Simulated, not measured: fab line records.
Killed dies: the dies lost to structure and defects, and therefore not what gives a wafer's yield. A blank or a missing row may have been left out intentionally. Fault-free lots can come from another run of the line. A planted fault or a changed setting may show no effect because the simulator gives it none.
Matching of chambers | flow nandHarc | rieDiel-01 running NHARC_HYBRID_BOND_ACTIVATE_00: 4 sister chambers
The step chemistry N2, time 60 s. 14 wafers are shown with their chamber, then 7 later ones without.

== WAFERS, EACH WITH ITS CHAMBER ==
wafer  | chamber | drypumpMotorCurrentA (A) | oesProductAu (a.u.) | rfVppV (V)
L930.3 | 1       | 6.6                      | 1.011               | 62.6
L930.4 | 3       | 5.9                      | 1.012               | 64.8
L930.5 | 3       | 5.9                      | 1.005               | 62.5
L933.1 | 2       | 5.1                      | 1.008               | 65.0
L933.4 | 0       | 5.3                      | 1.023               | 63.1
L933.6 | 2       | 5.0                      | 0.999               | 64.6
L938.1 | 1       | 6.6                      | 1.000               | 64.5
L938.5 | 0       | 5.3                      | 1.013               | 64.2
L938.6 | 1       | 6.6                      | 0.997               | 63.5
L940.1 | 3       | 5.9                      | 1.006               | 64.7
L940.3 | 0       | 5.3                      | 1.022               | 62.5
L940.5 | 3       | 5.9                      | 1.012               | 61.4
L942.4 | 2       | 5.1                      | 1.007               | 64.2
L942.5 | 2       | 5.1                      | 1.004               | 64.3

SIGNATURES (means of the wafers above)
reading              | chamber 0 | chamber 1 | chamber 2 | chamber 3 | scatter within a chamber
drypumpMotorCurrentA | 5.300     | 6.600     | 5.075     | 5.900     | 0.0274
oesProductAu         | 1.01933   | 1.00267   | 1.00450   | 1.00875   | 0.00511
rfVppV               | 63.267    | 63.533    | 64.525    | 63.350    | 1.1
Rule: a wafer lies at a distance from a chamber equal to the root of the sum of squares, over the readings, of (its reading less the chamber's mean, divided by the reading's scatter). If the next closest chamber is less than 2 further off than the closest, the wafer can't be placed; otherwise it belongs to the closest. How the scatter is found: for the shown wafers, subtract from each reading the mean of its chamber, square and add these, divide the total by (wafers less chambers), then take the root.

== WAFERS WITH NO CHAMBER GIVEN ==
wafer  | drypumpMotorCurrentA (A) | oesProductAu (a.u.) | rfVppV (V)
L942.6 | 6.6                      | 1.014               | 65.4
L946.1 | 5.1                      | 1.010               | 64.7
L946.2 | 6.6                      | 1.004               | 64.8
L946.3 | 5.3                      | 1.018               | 65.0
L950.1 | 5.9                      | 1.009               | 63.2
L950.2 | 5.3                      | 1.020               | 64.3
L950.6 | 5.3                      | 1.020               | 64.3

== EACH ONE'S CHAMBER ==
wafer  | from the rows above | in truth
L942.6 | 1                   | 1
L946.1 | 2                   | 2
L946.2 | 1                   | 1
L946.3 | 0                   | 0
L950.1 | 3                   | 3
L950.2 | 0                   | 0
L950.6 | 0                   | 0
7 of 7 placed correctly. Left unplaced by these rows: 0. Number placed wrongly: 0.
